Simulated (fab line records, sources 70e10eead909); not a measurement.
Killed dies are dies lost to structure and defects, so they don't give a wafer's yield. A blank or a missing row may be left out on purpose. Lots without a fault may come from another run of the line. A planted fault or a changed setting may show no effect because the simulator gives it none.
A struck lot beside a sound one | flow nand_harc | 13 steps out of a route of 1159
Sound: wafers L583.2, L583.4, L583.5. Struck: wafers L594.2, L594.3, L594.5. The cause comes at the end.
At each step with rows: each side's tool, then ch and its chambers, then its first start. Under that, the readings that differ: sound wafers | struck wafers | difference of the means | sigmas: that difference in standard deviations of wafers without a fault.
alike: readings whose means differ by less than 2 such deviations, and words and numbers that are the same on both sides. not compared: withheld readings, readings that some wafer has no value for, bounds like >300 that may hide the same value, and numbers for which the record gives no deviation and whose values overlap.
The two part at a step that has a row with sigmas, a row that says differs or no value, or rows on one side only. Numbers that don't overlap but have no deviation are shown without sigmas and don't part them. A reading that every wafer of one side lacks parts them only if that side has two wafers or more.

first, 1 step without rows for these wafers: NHARC_A_ONON_D1_DEP_06 (target thk 1000 nm).
NHARC_A_ONON_D1_THK_MEAS_08: measures by ellipsometry.
  sound on film_metro-01, day 7 11:52; struck on film_metro-02, day 11 03:25
  alike: thk_nm
then, 1 step without rows for these wafers: NHARC_A_ONON_D1_DEP_09 (target thk 1000 nm).
NHARC_A_ONON_D1_THK_MEAS_11: measures by ellipsometry.
  sound on film_metro-02, day 7 12:25; struck on film_metro-01, day 11 03:58
  alike: thk_nm
then, 1 step without rows for these wafers: NHARC_A_ONON_D1_DEP_12 (target thk 1000 nm).
NHARC_A_ONON_D1_THK_MEAS_14: measures by ellipsometry.
  sound on film_metro-01, day 7 12:59; struck on film_metro-01, day 11 04:32
  alike: thk_nm
then, 2 steps without rows for these wafers: NHARC_A_ONON_D1_ANNEAL_15 (time 3600 s); NHARC_A_ONON_D1_DEP_16 (target thk 1000 nm).
NHARC_A_ONON_D1_THK_MEAS_18: measures by ellipsometry.
  sound on film_metro-01, day 7 19:57; struck on film_metro-02, day 11 13:39
  alike: thk_nm
then, 1 step without rows for these wafers: NHARC_A_ONON_D1_DEP_19 (target thk 1000 nm).
NHARC_A_ONON_D1_THK_MEAS_21: measures by ellipsometry.
  sound on film_metro-02, day 7 20:39; struck on film_metro-02, day 11 14:13
  alike: thk_nm
NHARC_A_ONON_D1_DEP_22: target thk 1000 nm.
  sound on pecvd_onon-01 ch 0, day 7 20:46; struck on pecvd_onon-01, day 11 14:20
  no value came back on the struck wafers for n2_flow_sccm (sccm), n2o_flow_sccm (sccm), nh3_flow_sccm (sccm), sih4_flow_sccm (sccm); on the sound wafers n2_flow_sccm (sccm) reads 2751 2753 2748
-- the record jumps here: 11 days lie between the struck wafers' starts before and after (it left off in module A_ONON_D1 and takes up again in module END, whose first step shown is number 1159 of the route) --
NHARC_END_SORT_01:
  the record has rows for the struck wafers here (prober-02 ch 0, day 22 10:53) and none for the sound ones

WHERE THEY PART
First at NHARC_A_ONON_D1_DEP_22; last, within this record, at NHARC_END_SORT_01.

WHY: what the simulator had put in
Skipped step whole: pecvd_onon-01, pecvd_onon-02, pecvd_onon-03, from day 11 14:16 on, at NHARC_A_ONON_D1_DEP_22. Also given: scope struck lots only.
